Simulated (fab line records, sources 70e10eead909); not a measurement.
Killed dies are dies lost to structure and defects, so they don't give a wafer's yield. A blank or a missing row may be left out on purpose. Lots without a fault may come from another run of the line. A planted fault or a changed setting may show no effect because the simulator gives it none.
Chamber matching | flow nand_harc | NHARC_P_ZERO_WELL_DESCUM_26 on rie_diel-08: 4 sister chambers
The step chemistry O2, time 3 s. 16 wafers are shown with their chamber, then 8 later ones without.

WAFERS WITH THEIR CHAMBER
wafer  | chamber | showerhead_plenum_p_Torr (Torr) | drypump_motor_current_A (A) | oes_product_au (a.u.)
L620.1 | 1       | 1.96                            | 5.8                         | 0.976
L620.3 | 2       | 1.91                            | 5.9                         | 1.010
L620.4 | 0       | 1.83                            | 5.2                         | 0.993
L623.2 | 3       | 1.91                            | 5.9                         | 0.996
L623.5 | 2       | 1.90                            | 5.9                         | 1.020
L623.6 | 1       | 1.96                            | 5.8                         | 0.989
L624.2 | 2       | 1.90                            | 5.9                         | 1.013
L624.3 | 3       | 1.90                            | 5.8                         | 0.983
L624.6 | 2       | 1.90                            | 5.9                         | 1.013
L626.1 | 2       | 1.90                            | 5.9                         | 1.004
L626.2 | 0       | 1.82                            | 5.3                         | 1.005
L626.6 | 1       | 1.96                            | 5.8                         | 0.981
L628.1 | 1       | 1.96                            | 5.8                         | 0.995
L628.3 | 0       | 1.82                            | 5.3                         | 1.006
L628.6 | 1       | 1.96                            | 5.8                         | 0.978
L631.1 | 2       | 1.90                            | 5.9                         | 1.005

SIGNATURES (means of the wafers above)
reading                  | chamber 0 | chamber 1 | chamber 2 | chamber 3 | scatter within a chamber
showerhead_plenum_p_Torr | 1.8233    | 1.9600    | 1.9017    | 1.9050    | 0.00408
drypump_motor_current_A  | 5.267     | 5.800     | 5.900     | 5.850     | 0.0312
oes_product_au           | 1.00133   | 0.98380   | 1.01083   | 0.98950   | 0.00718
Rule: a wafer's distance from a chamber is the root of the sum, over the readings, of the square of ((its reading less the chamber's mean) divided by the reading's scatter). The wafer belongs to the nearest chamber; if the next one is less than 2 further off, it can't be placed. The scatter: the root of (the sum of the squares of (reading less its chamber's mean) over the shown wafers, divided by (wafers less chambers)).

WAFERS WITHOUT THEIR CHAMBER
wafer  | showerhead_plenum_p_Torr (Torr) | drypump_motor_current_A (A) | oes_product_au (a.u.)
L631.4 | 1.95                            | 5.8                         | 0.986
L631.6 | 1.95                            | 5.8                         | 0.991
L636.1 | 1.89                            | 5.9                         | 1.017
L636.5 | 1.95                            | 5.8                         | 0.994
L636.6 | 1.89                            | 5.9                         | 1.011
L642.1 | 1.81                            | 5.3                         | 1.010
L642.2 | 1.89                            | 5.9                         | 1.021
L642.4 | 1.94                            | 5.8                         | 1.002

WHICH CHAMBER EACH WENT THROUGH
wafer  | from the rows above | in truth
L631.4 | 1                   | 1
L631.6 | 1                   | 1
L636.1 | 2                   | 2
L636.5 | 1                   | 1
L636.6 | 2                   | 2
L642.1 | 0                   | 0
L642.2 | 2                   | 2
L642.4 | 1                   | 1
Placed correctly: 8 of 8. Can't be placed from these rows: 0. Placed wrongly: 0.
